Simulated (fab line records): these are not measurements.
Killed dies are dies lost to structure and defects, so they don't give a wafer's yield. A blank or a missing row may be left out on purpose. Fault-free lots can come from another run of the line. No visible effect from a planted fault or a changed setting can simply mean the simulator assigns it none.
A struck lot beside a sound one | flow n5-finfet | 16 out of 1938 route steps
Sound: these wafers, L604.3, L604.4, L604.6. Struck: wafer L603.6 (left out: L603.2, a lot-mate that was not struck); the cause follows at the end.
Order at every step that has rows: each side's tool, ch and its chambers, its first start. Under that, the readings that differ: sound wafers | struck wafers | difference of the means | sigmas: that difference in standard deviations of wafers without a fault.
alike: words and numbers the same on both sides, and readings whose means are apart by under 2 such deviations; not compared: readings that were withheld, readings missing a value for some wafer, numbers with overlapping values and no deviation given by the record, and bounds like >300 which may hide the same value.
A row with sigmas, a row that says differs or no value, or rows on one side alone: a step with any of these is where the two part. Numbers that have no deviation but don't overlap get no sigmas and don't part them. Lack of a reading on every wafer of one side parts them only where that side has two or more wafers.

first, 2 steps without rows for these wafers: N5_BEOL_M4_DESCUM_33 (chemistry O2, time 7 s); N5_BEOL_M4_ETCH_77 (etches underlayer in N2/H2, target depth 6.5 nm, time 5.2 s).
N5_BEOL_M4_ETCH_69: etches SiARC in CF4, target depth 15.6 nm, time 26 s.
  sound on rie-diel-02 ch 1,3, day 11 23:19; struck on rie-diel-06 ch 3, day 12 04:26
  reading            | sound               | struck | difference | sigmas
  mfc-ar-sccm (sccm) | 100.13 99.68 100.19 | 100.70 | +0.70      | +3
  alike: drypump-motor-current-A, etch-rf-on-time-s, oes-product-au, rf-vpp-V, showerhead-plenum-p-Torr, throttle-valve-pct
  not compared: rf-hours-counter-h
N5_BEOL_M4_ALD_98: deposits SiO2, target thk 2.5 nm, pulse time 1 s, co reactant pulse time 1 s.
  sound on ald-sin-02 ch 1,3, day 11 23:26; struck on ald-sin-04 ch 2, day 12 04:31
  alike: heater-power-w, precursor-pulse-height-rel
then, 1 step without rows for these wafers: N5_BEOL_M4_ETCHBACK_99 (etches SiO2 in CHF3, target depth 5 nm, time 10.4 s).
N5_BEOL_M4_ETCH_70: etches SOC in N2/H2, target depth 80 nm, overetch 24 nm, time 130 s.
  sound on rie-diel-06 ch 0,1, day 12 04:41; struck on rie-diel-01 ch 3, day 12 07:50
  alike: drypump-motor-current-A, h2-flow-sccm, oes-product-au, rf-vpp-V, showerhead-plenum-p-Torr, throttle-valve-pct
  not compared: rf-hours-counter-h
then, 2 steps without rows for these wafers: N5_BEOL_M4_STRIP_71 (strips in N2/H2); N5_BEOL_M4_STRIP_78 (strips in N2/H2).
N5_BEOL_M4_VIA_ETCH_34: etches the open film in C4F6/O2, target depth 69.4 nm, time 65.9 s.
  sound on rie-diel-06 ch 0,1, day 12 04:48; struck on rie-diel-01 ch 3, day 12 07:56
  alike: drypump-motor-current-A, mfc-ar-sccm, oes-product-au, rf-vpp-V, showerhead-plenum-p-Torr, throttle-valve-pct
  not compared: rf-hours-counter-h
then, 1 step without rows for these wafers: N5_BEOL_M4_STRIP_83 (strips in C4F6/O2).
N5_BEOL_M4_STRIP_36: strips in N2/H2.
  sound on rie-diel-06 ch 0,1, day 12 04:52; struck on rie-diel-01 ch 3, day 12 08:00
  alike: drypump-motor-current-A, h2-flow-sccm, oes-product-au, rf-vpp-V, showerhead-plenum-p-Torr, throttle-valve-pct
  not compared: rf-hours-counter-h
then, 1 step without rows for these wafers: N5_BEOL_M4_TRENCH_ETCH_37 (etches SiOC in C4F6/O2, target depth 55.555 nm, time 29.2 s).
N5_BEOL_M4_ETCH_41: etches SiCN in CH3F/O2, target depth 29.9 nm, time 52.5 s.
  sound on rie-diel-06 ch 0,1, day 12 04:56; struck on rie-diel-01 ch 3, day 12 08:04
  reading                  | sound             | struck | difference | sigmas
  model.etch.depth-nm (nm) | 19.24 19.82 19.46 | 17.11  | -2.40      |
  alike: drypump-motor-current-A, mfc-ar-sccm, oes-product-au, rf-vpp-V, showerhead-plenum-p-Torr, throttle-valve-pct
  not compared: rf-hours-counter-h
then, 1 step without rows for these wafers: N5_BEOL_M4_STRIP_97 (strips in N2/H2, time 10 s).
N5_BEOL_M4_RC_MEAS_101:
  sound on prober-02 ch 0, day 12 09:26; struck on prober-02 ch 0, day 12 12:37
  reading        | sound          | struck | difference | sigmas
  DIBL_N (mV/V)  | 36.3 37.3 36.4 | 32.5   | -4.2       | -3
  DIBL_P (mV/V)  | 37.0 38.3 37.1 | 30.8   | -6.7       | -3
  IOFF_P (nA/um) | 0.22 0.23 0.22 | 0.15   | -0.07      | -2
  SS_P (mV/dec)  | 73.1 73.0 72.8 | 71.6   | -1.4       | -2
  alike: IOFF_N, ION_N, ION_P, SS_N, VT_N, VT_P
following that, these wafers have no rows for 1 step: N5_PASSIVATION_PROBE_49.

WHERE THEY PART
Earliest at N5_BEOL_M4_ETCH_69; latest, in this record, at N5_BEOL_M4_RC_MEAS_101.

WHY: whatever the simulator had introduced
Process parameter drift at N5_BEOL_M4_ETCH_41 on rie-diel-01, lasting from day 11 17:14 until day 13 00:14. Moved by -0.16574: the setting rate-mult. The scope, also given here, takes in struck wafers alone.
